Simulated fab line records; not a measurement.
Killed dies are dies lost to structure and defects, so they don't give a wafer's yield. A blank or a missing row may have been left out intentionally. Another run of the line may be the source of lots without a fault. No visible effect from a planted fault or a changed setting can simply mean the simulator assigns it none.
Comparing a struck lot with a sound one | flow nand-harc | 43 steps out of a route of 1302
Sound: wafers L797.2, L797.4, L797.5. The struck wafers were L790.1, L790.2, L790.6. The cause is named last.
Order at every step that has rows: each side's tool, ch and its chambers, its first start. Under that, the readings that differ: sound wafers | struck wafers | difference of the means | sigmas: that difference in standard deviations of wafers without a fault.
alike: words and numbers the same on both sides, and readings whose means are apart by under 2 such deviations; not compared: readings that were withheld, readings missing a value for some wafer, numbers with overlapping values and no deviation given by the record, and bounds like >300 which may hide the same value.
A row with sigmas, a row that says differs or no value, or rows on one side alone: a step with any of these is where the two part. Numbers that don't overlap but have no deviation are shown without sigmas and don't part them. A reading that every wafer of one side lacks parts them only if that side has two wafers or more.

first, 4 steps without rows for these wafers: NHARC_A_CONTACT_EBR_38; NHARC_A_CONTACT_EXPOSE_39 (exposes mask A CC 3); NHARC_A_CONTACT_PEB_40 (peb time 65 s); NHARC_A_CONTACT_DEVELOP_41 (develop time 35 s).
NHARC_A_CONTACT_CD_MEAS_42: the cd target is 300 nm.
  sound on cd-sem-03 ch 0, day 27 10:11; struck on cd-sem-02 ch 0, day 24 13:27
  alike: cd-nm
NHARC_A_CONTACT_OVL_MEAS_43:
  struck on overlay-01, day 24 13:32; sound on overlay-01, day 27 10:16
  alike: overlay-x-nm, overlay-y-nm
NHARC_A_CONTACT_INSPECT_44:
  struck on defect-inspect-01, day 24 13:34; sound on defect-inspect-01, day 27 10:19
  alike: raw-defect-count
then, 2 steps without rows for these wafers: NHARC_A_CONTACT_DESCUM_47 (chemistry O2, time 3 s); NHARC_A_CONTACT_ETCH_48 (etches the open film in CF4, target depth 39 nm, time 65 s).
NHARC_A_CONTACT_ETCH_49: etches the open film in N2/H2, target depth 260 nm, time 475.3 s.
  sound: rie-diel-13 ch 0,1,3; struck: rie-diel-08 ch 0,1,3
  alike: drypump-motor-current-A, oes-product-au, rf-vpp-V, showerhead-plenum-p-Torr, throttle-valve-pct
  not compared: rf-hours-counter-h
then, 2 steps without rows for these wafers: NHARC_A_CONTACT_ETCH_50 (etches the open film in CF4/CHF3, target depth 121 nm, time 60.5 s); NHARC_A_CONTACT_ETCH_51 (etches the open film in O2/COS, target depth 7000 nm, time 1820 s).
NHARC_A_CONTACT_ETCH_111: etches the open film in C4F8/O2/Ar, time 140 s, target depth 700 nm.
  sound on har-cap-etch-03 ch 0, day 27 12:26; struck on har-cap-etch-03 ch 0,1, day 24 15:27
  not compared: rf-hours-counter-h
NHARC_A_CONTACT_ETCH_112: etches the open film in C4F8/O2/Ar, time 190 s, target depth 1850 nm.
  sound on har-cap-etch-03 ch 0, day 27 12:42; struck on har-cap-etch-03 ch 0,1, day 24 15:39
  not compared: rf-hours-counter-h
then, 3 steps without rows for these wafers: NHARC_A_CONTACT_ETCH_113 (etches the open film in C4F8/O2/Ar, time 190 s, target depth 1850 nm); NHARC_A_CONTACT_ETCH_114 (etches the open film in C4F8/O2/Ar, time 190 s, target depth 1850 nm); NHARC_A_CONTACT_ETCH_115 (etches the open film in C4F8/O2/Ar, time 190 s, target depth 1850 nm).
NHARC_A_CONTACT_ETCH_116: etches the open film in C4F8/O2/Ar, time 190 s, target depth 1850 nm.
  sound on har-cap-etch-03 ch 0, day 27 13:37; struck on har-cap-etch-03 ch 0,1, day 24 16:20
  not compared: rf-hours-counter-h
then, 9 steps without rows for these wafers: NHARC_A_CONTACT_ETCH_117 (etches the open film in C4F8/O2/Ar, time 190 s, target depth 1850 nm); NHARC_A_CONTACT_ETCH_118 (etches the open film in C4F8/O2/Ar, time 190 s, target depth 1850 nm); NHARC_A_CONTACT_ETCH_119 (etches the open film in C4F8/O2/Ar, time 190 s, target depth 1850 nm); NHARC_A_CONTACT_ETCH_120 (etches the open film in C4F8/O2/Ar, time 190 s, target depth 1850 nm); NHARC_A_CONTACT_ETCH_121 (etches the open film in C4F8/O2/Ar, time 190 s, target depth 1850 nm); NHARC_A_CONTACT_ETCH_122 (etches the open film in C4F8/O2/Ar, time 190 s, target depth 1850 nm); NHARC_A_CONTACT_ETCH_123 (etches the open film in C4F8/O2/Ar, time 490 s, target depth 2110 nm); NHARC_A_CONTACT_ETCH_90 (etches the open film in CH3F/O2, target depth 40 nm, time 85.7 s); NHARC_A_CONTACT_ETCH_96 (etches the open film in C4F6/O2, target depth 20 nm, time 10 s).
NHARC_A_CONTACT_CD_MEAS_53:
  struck on cd-sem-01, day 24 19:14; sound on cd-sem-01, day 27 16:33
  alike: cd-nm
then, 4 steps without rows for these wafers: NHARC_A_CONTACT_STRIP_99 (strips in N2/H2); NHARC_A_CONTACT_STRIP_100 (strips in CF4/CHF3); NHARC_A_CONTACT_STRIP_101 (strips in O2/COS); NHARC_A_CONTACT_ETCH_102 (etches the open film in CF4/O2, target depth 100 nm, overetch 10 nm, time 55 s).
NHARC_A_CONTACT_STRIP_55: strips in O2.
  sound: rie-diel-13 ch 0,2; struck: rie-diel-04 ch 0,2
  alike: drypump-motor-current-A, oes-product-au, rf-vpp-V, showerhead-plenum-p-Torr, throttle-valve-pct
  not compared: rf-hours-counter-h
then, 2 steps without rows for these wafers: NHARC_A_CONTACT_STRIP_56 (strips in post etch residue remover, time 600 s); NHARC_A_CONTACT_DEP_57 (deposits aC, target thk 5300 nm).
NHARC_A_CONTACT_DEP_58: deposits SiON, target thk 90 nm.
  sound on pecvd-02 ch 0,1,2, day 27 23:14; struck on pecvd-01 ch 0,1,2, day 25 00:46
  alike: heater-power-w
then, 6 steps without rows for these wafers: NHARC_A_CONTACT_DEHYDRATE_59 (time 120 s); NHARC_A_CONTACT_HMDS_60 (time 30 s); NHARC_A_CONTACT_COAT_61 (time 75 s); NHARC_A_CONTACT_COAT_62 (time 65 s); NHARC_A_CONTACT_COAT_63 (resist thk 90 nm); NHARC_A_CONTACT_SOFTBAKE_64 (time 55 s).
-- the record jumps here: 2 days lie between the struck wafers' starts before and after (it left off in module A_CONTACT and takes up again in module END, whose first step shown is number 1302 of the route) --
NHARC_END_SORT_01:
  sound on prober-02 ch 0, day 30 15:43; struck on prober-01 ch 0, day 27 11:11
  reading         | sound    | struck      | difference | sigmas
  killed-at-array | 77 83 91 | 142 126 133 | +50        | +3
  killed-dies     | 79 87 92 | 143 128 136 | +50        | +3
  alike: killed-at-other, killed-at-periphery, killed-open, killed-short

WHERE THEY PART
Only at NHARC_END_SORT_01, as far as this record shows.

WHY: what had been put in by the simulator
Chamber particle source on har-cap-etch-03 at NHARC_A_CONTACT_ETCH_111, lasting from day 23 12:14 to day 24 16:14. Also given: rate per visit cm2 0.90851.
